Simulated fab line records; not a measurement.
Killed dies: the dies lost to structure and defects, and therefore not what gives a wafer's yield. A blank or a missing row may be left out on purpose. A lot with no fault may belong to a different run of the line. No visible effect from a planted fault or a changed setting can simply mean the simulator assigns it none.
Lot-split experiment :: flow n5-finfet :: 21 wafers read across 7 lots, on a route 1938 steps long

== ON THE SPLIT ==
At N5_BEOL_M14_TRENCH_ETCH_34 (etches SiO2 in C4F8/O2/Ar, target depth 556.65 nm, time 126.9 s), the setting bias-w was moved away from the recipe's 2040 W on 8 of the 21 wafers read, by -13.5% to +10.9%. This setting was run at the recipe's value on the other wafers.

Reading taken at the split's own step.

== THE READING ==
rf-vpp-V, in V, at N5_BEOL_M14_TRENCH_ETCH_34 (etches SiO2 in C4F8/O2/Ar, target depth 556.65 nm, time 126.9 s). Fault-free wafers of this fab line usually give 2231 V, standard deviation 14 V.

wafer: L076.1
tool, chamber at the split: rie-diel-05, 2
bias-w as run, W: 2040
against the recipe: recipe
rf-vpp-V, V: 2245
against lot-mates on the recipe: -

wafer: L076.2
tool, chamber at the split: rie-diel-05, 1
bias-w as run, W: 1869
against the recipe: -8.4%
rf-vpp-V, V: 2105
against lot-mates on the recipe: -140

wafer: L076.5
tool, chamber at the split: rie-diel-05, 1
bias-w as run, W: 1869
against the recipe: -8.4%
rf-vpp-V, V: 2107
against lot-mates on the recipe: -138

wafer: L080.1
tool, chamber at the split: rie-diel-03, 1
bias-w as run, W: 2199
against the recipe: +7.8%
rf-vpp-V, V: 2365
against lot-mates on the recipe: +121

wafer: L080.3
tool, chamber at the split: rie-diel-03, 2
bias-w as run, W: 2199
against the recipe: +7.8%
rf-vpp-V, V: 2313
against lot-mates on the recipe: +69

wafer: L080.6
tool, chamber at the split: rie-diel-03, 1
bias-w as run, W: 2040
against the recipe: recipe
rf-vpp-V, V: 2244
against lot-mates on the recipe: -

wafer: L089.3
tool, chamber at the split: rie-diel-03, 3
bias-w as run, W: 2040
against the recipe: recipe
rf-vpp-V, V: 2221
against lot-mates on the recipe: -

wafer: L089.4
tool, chamber at the split: rie-diel-03, 1
bias-w as run, W: 2040
against the recipe: recipe
rf-vpp-V, V: 2244
against lot-mates on the recipe: -

wafer: L089.5
tool, chamber at the split: rie-diel-03, 1
bias-w as run, W: 2040
against the recipe: recipe
rf-vpp-V, V: 2244
against lot-mates on the recipe: -

wafer: L094.1
tool, chamber at the split: rie-diel-06, 1
bias-w as run, W: 2040
against the recipe: recipe
rf-vpp-V, V: 2228
against lot-mates on the recipe: -

wafer: L094.2
tool, chamber at the split: rie-diel-06, 3
bias-w as run, W: 1781
against the recipe: -12.7%
rf-vpp-V, V: 2035
against lot-mates on the recipe: -198

wafer: L094.5
tool, chamber at the split: rie-diel-06, 3
bias-w as run, W: 2040
against the recipe: recipe
rf-vpp-V, V: 2238
against lot-mates on the recipe: -

wafer: L091.2
tool, chamber at the split: rie-diel-05, 0
bias-w as run, W: 2263
against the recipe: +10.9%
rf-vpp-V, V: 2372
against lot-mates on the recipe: +146

wafer: L091.4
tool, chamber at the split: rie-diel-05, 3
bias-w as run, W: 2040
against the recipe: recipe
rf-vpp-V, V: 2225
against lot-mates on the recipe: -

wafer: L091.6
tool, chamber at the split: rie-diel-05, 3
bias-w as run, W: 2040
against the recipe: recipe
rf-vpp-V, V: 2227
against lot-mates on the recipe: -

wafer: L095.2
tool, chamber at the split: rie-diel-06, 3
bias-w as run, W: 2040
against the recipe: recipe
rf-vpp-V, V: 2237
against lot-mates on the recipe: -

wafer: L095.3
tool, chamber at the split: rie-diel-06, 2
bias-w as run, W: 2040
against the recipe: recipe
rf-vpp-V, V: 2241
against lot-mates on the recipe: -

wafer: L095.6
tool, chamber at the split: rie-diel-06, 2
bias-w as run, W: 2040
against the recipe: recipe
rf-vpp-V, V: 2242
against lot-mates on the recipe: -

wafer: L096.2
tool, chamber at the split: rie-diel-03, 1
bias-w as run, W: 2040
against the recipe: recipe
rf-vpp-V, V: 2243
against lot-mates on the recipe: -

wafer: L096.4
tool, chamber at the split: rie-diel-03, 2
bias-w as run, W: 1764
against the recipe: -13.5%
rf-vpp-V, V: 1979
against lot-mates on the recipe: -264

wafer: L096.6
tool, chamber at the split: rie-diel-03, 0
bias-w as run, W: 1764
against the recipe: -13.5%
rf-vpp-V, V: 2004
against lot-mates on the recipe: -239

THE FIT
A straight line over all 21 wafers: rf-vpp-V changes by +15.7 V for each +1% of bias-w; r = +0.99; the points scatter about the line by 18 V.
The same after taking each lot's own level away (the mean of its wafers on the recipe; 21 wafers): +15.9 V for each +1%; r = +0.99; scatter 18 V.
Per that fit: largest bias-w move, reading shift of 2.2e+02 V.
Measured against the standard deviation above, the lots' own levels, which go from 2226.0 to 2245.0 V, span 1.4 times it.
The two slopes are in agreement: the lot-to-lot level therefore moves the slope only a little.
Check: for one of the wafers moved furthest among these (-13.5%), held out of the fit, the line's prediction against its lot-mates is -212 V. It came out at -264 V against them.
Tool readings at the split's step, against how far the setting was moved: rf-vpp-V r = +0.99.

== FURTHER SPLITS ON THESE WAFERS ==
Before the reading, these wafers also passed through other splits. Each is held against what the fit with the lots' levels taken away leaves over:
other split on the same wafers: N5_BEOL_M10_ETCH_41 source-w
wafers away from the commonest value: 8
r with rf-vpp-V (lot level and that fit taken away): +0.15

other split on the same wafers: N5_BEOL_M11_VIA_ETCH_34 time-s
wafers away from the commonest value: 5
r with rf-vpp-V (lot level and that fit taken away): -0.05

other split on the same wafers: N5_BEOL_M11_ETCH_41 time-s
wafers away from the commonest value: 6
r with rf-vpp-V (lot level and that fit taken away): +0.08

other split on the same wafers: N5_BEOL_M13_ETCH_67 bias-w
wafers away from the commonest value: 6
r with rf-vpp-V (lot level and that fit taken away): +0.09

== THE FILE'S OWN FIT ==
rf-vpp-V changes by +15.8 V for each +1% of bias-w, r = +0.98.
